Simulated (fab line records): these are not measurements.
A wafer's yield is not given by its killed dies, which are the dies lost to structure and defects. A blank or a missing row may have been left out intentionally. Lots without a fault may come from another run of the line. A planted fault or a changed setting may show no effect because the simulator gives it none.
Matching of chambers :: flow n5_finfet :: N5_SDB_CMP_30 on cmp-01: 4 sister chambers
The step polishes, stops on poly-Si, t overpolish 1.54 s, target thk 30 nm. 8 wafers are shown with their chamber, then 12 later ones without.

WAFERS WITH THEIR CHAMBER
wafer: L075.6
chamber: 2
motor_current_A (A): 16.6
slurry_filter_dp_kPa (kPa): 13.40

wafer: L080.2
chamber: 2
motor_current_A (A): 15.4
slurry_filter_dp_kPa (kPa): 13.06

wafer: L080.6
chamber: 0
motor_current_A (A): 13.5
slurry_filter_dp_kPa (kPa): 13.61

wafer: L084.2
chamber: 3
motor_current_A (A): 14.1
slurry_filter_dp_kPa (kPa): 13.53

wafer: L084.6
chamber: 0
motor_current_A (A): 12.6
slurry_filter_dp_kPa (kPa): 13.61

wafer: L085.1
chamber: 1
motor_current_A (A): 14.5
slurry_filter_dp_kPa (kPa): 13.72

wafer: L085.2
chamber: 3
motor_current_A (A): 13.6
slurry_filter_dp_kPa (kPa): 13.30

wafer: L085.6
chamber: 1
motor_current_A (A): 15.5
slurry_filter_dp_kPa (kPa): 13.60

WAFERS WITH NO CHAMBER GIVEN
wafer: L090.3
motor_current_A (A): 15.1
slurry_filter_dp_kPa (kPa): 13.59

wafer: L090.4
motor_current_A (A): 16.3
slurry_filter_dp_kPa (kPa): 13.67

wafer: L090.5
motor_current_A (A): 16.1
slurry_filter_dp_kPa (kPa): 13.69

wafer: L092.1
motor_current_A (A): 13.6
slurry_filter_dp_kPa (kPa): 13.46

wafer: L092.2
motor_current_A (A): 16.1
slurry_filter_dp_kPa (kPa): 13.75

wafer: L092.3
motor_current_A (A): 15.1
slurry_filter_dp_kPa (kPa): 13.52

wafer: L093.2
motor_current_A (A): 14.8
slurry_filter_dp_kPa (kPa): 13.54

wafer: L093.3
motor_current_A (A): 13.7
slurry_filter_dp_kPa (kPa): 13.58

wafer: L093.4
motor_current_A (A): 16.9
slurry_filter_dp_kPa (kPa): 13.30

wafer: L096.1
motor_current_A (A): 15.2
slurry_filter_dp_kPa (kPa): 13.28

wafer: L096.2
motor_current_A (A): 13.0
slurry_filter_dp_kPa (kPa): 13.32

wafer: L096.4
motor_current_A (A): 16.0
slurry_filter_dp_kPa (kPa): 13.59

THE CHAMBER EACH PASSED THROUGH
wafer: L090.3
from the rows above: can't be placed: 1 or 3
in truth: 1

wafer: L090.4
from the rows above: can't be placed: 1 or 2
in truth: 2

wafer: L090.5
from the rows above: can't be placed: 1 or 2
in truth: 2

wafer: L092.1
from the rows above: can't be placed: 3 or 0
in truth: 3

wafer: L092.2
from the rows above: can't be placed: 1 or 2
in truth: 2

wafer: L092.3
from the rows above: can't be placed: 1 or 3 or 2
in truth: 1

wafer: L093.2
from the rows above: can't be placed: 1 or 3 or 0 or 2
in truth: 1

wafer: L093.3
from the rows above: can't be placed: 0 or 3 or 1
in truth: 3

wafer: L093.4
from the rows above: 2
in truth: 2

wafer: L096.1
from the rows above: can't be placed: 2 or 3 or 1
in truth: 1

wafer: L096.2
from the rows above: can't be placed: 3 or 0
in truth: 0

wafer: L096.4
from the rows above: can't be placed: 1 or 2 or 3
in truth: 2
Correctly placed: 1 of 12. Can't be placed from these rows: 11 (the true chamber is among the candidates in 11). Placed wrongly: 0.
How it was worked out, from the rows above alone: a wafer's distance from a chamber is the root of the sum, over the readings, of the square of ((its reading less the chamber's mean) divided by the reading's scatter). If the next closest chamber is less than 2 further off than the closest, the wafer can't be placed; otherwise it belongs to the closest. For every chamber, the mean is computed from those of its wafers that are shown. The scatter: take each reading less its chamber's mean, square it, sum over the shown wafers, divide by the number of wafers less the number of chambers, and take the root.
